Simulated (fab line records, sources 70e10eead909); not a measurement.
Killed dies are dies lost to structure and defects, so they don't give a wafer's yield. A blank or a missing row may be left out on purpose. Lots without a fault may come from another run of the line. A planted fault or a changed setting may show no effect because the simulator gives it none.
Problem report in the 8D (eight disciplines) form, filled by code | flow nand_harc | the parts of the form that need people (team, actions taken, sign-off) are left out

1. THE PROBLEM
thk_nm at NHARC_A_ONON_D2_THK_MEAS_02 reads a mean of 549 nm on 2 wafers of 2 lots; wafers without a fault read 1004 nm with a standard deviation of 7.1. That is -64 standard deviations from the usual mean.
The step: measures by ellipsometry.
First seen on wafer L575.5, day 16 22:35, on film_metro-01. The record holds 40 wafers of 14 lots with a number at this step. Rule for "out", or "out of limits": more than 4 standard deviations from the usual mean. The other wafers with a number count as sound.

2. WHAT IT IS AND WHAT IT IS NOT
question                    | is                | is not
which readings at this step | thk_nm            | -
which lots                  | L575, L578        | L565, L566, L568, L569, L572, L581, L583, L584, L585, L586, L587, L588
which wafers of those lots  | L575.5, L578.5    | L575.3, L578.3
read on which gauges        | film_metro-01     | film_metro-02
when                        | from day 16 22:35 | up to then (16 sound wafers); but 22 sound wafers of L578, L581, L583, L584, L585, L586, L587, L588 came after

3. SUSPECTS, AND WHAT RULES EACH OUT
Counting: a tool at a process step up to the reading stays a suspect if it ran every lot that is out. Sound lots after the first of them don't rule it out here, since some wafers of a struck lot are sound.
- the gauge at NHARC_A_ONON_D2_THK_MEAS_02: ruled out. All the wafers that are out were read on film_metro-01, but those of them that NHARC_END_SORT_01 has rows for are out there too, on other tools.
- pecvd_onon-04 at NHARC_A_ONON_D2_DEP_00 (target thk 1000 nm): kept. It ran every lot that is out, first L575 (day 16 22:11); its last sound lot up to then is L572 (day 15 14:33).
Left after counting: pecvd_onon-04 at NHARC_A_ONON_D2_DEP_00.

4. THE CAUSE (what the simulator had put in)
Process parameter drift: pecvd_onon-04, from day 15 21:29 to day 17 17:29, at NHARC_A_ONON_D2_DEP_00. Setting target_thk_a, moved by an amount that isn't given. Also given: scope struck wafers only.
Counting left only this tool.

5. THE CHAIN OF EFFECTS, in route order
Each row: a reading whose mean over the struck wafers that have a number lies more than 3 standard deviations from the usual. Only readings for which the record gives a usual standard deviation are gone through. hours: the time from each lot's start at the first step in this table that gives one to its start at this step, as a median over the lots. sigmas: the change in usual standard deviations.
hours | step                        | reading         | usual   | on struck wafers | change | sigmas
0     | NHARC_A_ONON_D2_THK_MEAS_02 | thk_nm          | 1004 nm | 549              | -455   | -64
291   | NHARC_END_SORT_01           | killed_at_array | 55      | 674              | +618   | +33
291   | NHARC_END_SORT_01           | killed_dies     | 60      | 677              | +617   | +31

6. WHAT WOULD HAVE CAUGHT IT SOONER
In this record the first reading out of limits at a measuring or inspecting step was taken at day 16 22:35, 25 hours after the fault began at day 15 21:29.
Of the lots that are out (2), L578 began NHARC_A_ONON_D2_DEP_00 on pecvd_onon-04 after day 16 22:35. A hold on the tool at that time would have spared it.
